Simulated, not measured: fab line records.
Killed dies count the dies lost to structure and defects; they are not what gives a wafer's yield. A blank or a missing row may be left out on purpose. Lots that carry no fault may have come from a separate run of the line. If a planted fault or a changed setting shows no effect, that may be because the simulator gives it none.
Struck lot and sound lot, side by side :: flow n5-finfet :: 14 steps out of a route of 1938
Sound: wafers L807.4, L807.5, L807.6. Wafers L800.2, L800.3, L800.6 were the ones struck. The cause is given at the end.
Order at every step that has rows: each side's tool, ch and its chambers, its first start. Under that, the readings that differ: sound wafers :: struck wafers :: difference of the means :: sigmas: that difference in standard deviations of wafers without a fault.
alike: a reading whose means differ by less than 2 such deviations, as well as words and numbers matching on both sides. not compared: withheld readings; readings where some wafer has no value; bounds like >300 that might hide an equal value; numbers whose values overlap and for which the record gives no deviation.
A row with sigmas, a row that says differs or no value, or rows on one side alone: a step with any of these is where the two part. Numbers that have no deviation but don't overlap get no sigmas and don't part them. A reading missing from all wafers of one side parts the sides only when that side holds two or more wafers.

first, 1 step without rows for these wafers: N5_BEOL_M13_PRE_CLEAN_52 (time 15 s).
N5_BEOL_M13_DEP_53: deposits SiCN from 3MS/NH3, target thk 50 nm, time 17.8 s.
  sound on pecvd-01 ch 0,1,2, day 15 01:53; struck on pecvd-02 ch 1,2, day 13 16:47
  alike: showerhead-plenum-p-Torr, throttle-valve-pct
N5_BEOL_M13_RS_MEAS_54: the measuring method here is four-point-probe.
  sound on film-metro-01 at day 15 01:56; struck on film-metro-02 at day 13 16:51
  alike: M13_RS
N5_BEOL_M13_INSPECT_55: inspects for defects (darkfield).
  sound on defect-inspect-02 at day 15 01:58; struck on defect-inspect-01 at day 13 16:53
  alike: raw-defect-count
N5_BEOL_M14_ILD_DEP_00: deposits SiO2 from TEOS/O2, target thk 1119.3 nm, time 237.4 s.
  sound on pecvd-02 ch 0,1,2, day 15 02:05; struck on pecvd-02 ch 0,1,2, day 13 16:55
  alike: heater-power-w, showerhead-plenum-p-Torr, throttle-valve-pct
N5_BEOL_M14_THK_MEAS_01:
  sound on film-metro-01 at day 15 02:11; struck on film-metro-02 at day 13 17:06
  alike: M14_ILD_THK
then, 6 steps without rows for these wafers: N5_BEOL_M14_COAT_58 (time 60 s, resist thk 89 nm); N5_BEOL_M14_COAT_04 (resist thk 800 nm); N5_BEOL_M14_EBR_06; N5_BEOL_M14_SOFTBAKE_05 (time 60 s); N5_BEOL_M14_EXPOSE_07 (exposes mask V13); N5_BEOL_M14_PEB_08 (peb time 90 s).
N5_BEOL_M14_DEVELOP_09: develop time 45 s.
  sound on litho-track-03 ch 0, day 15 02:31; struck on litho-track-05, day 13 17:25
  no value came back on the struck wafers for chill-plate-temp-C (C), develop-time-s (s), resist-line-temp-C (C); on the sound wafers chill-plate-temp-C (C) reads 23.08 23.10 23.04
reading: model.coat_of_BEOL_M14_COAT_04.thk-nm (nm)
sound: 792 788 790.2
struck: 801.2 800.6 800.4
difference: +10.7
sigmas: 
then, 1 step without rows for these wafers: N5_BEOL_M14_HARDBAKE_14 (time 120 s).

== WHERE THEY PART ==
Only at N5_BEOL_M14_DEVELOP_09, within this record.

WHY: what had been put in by the simulator
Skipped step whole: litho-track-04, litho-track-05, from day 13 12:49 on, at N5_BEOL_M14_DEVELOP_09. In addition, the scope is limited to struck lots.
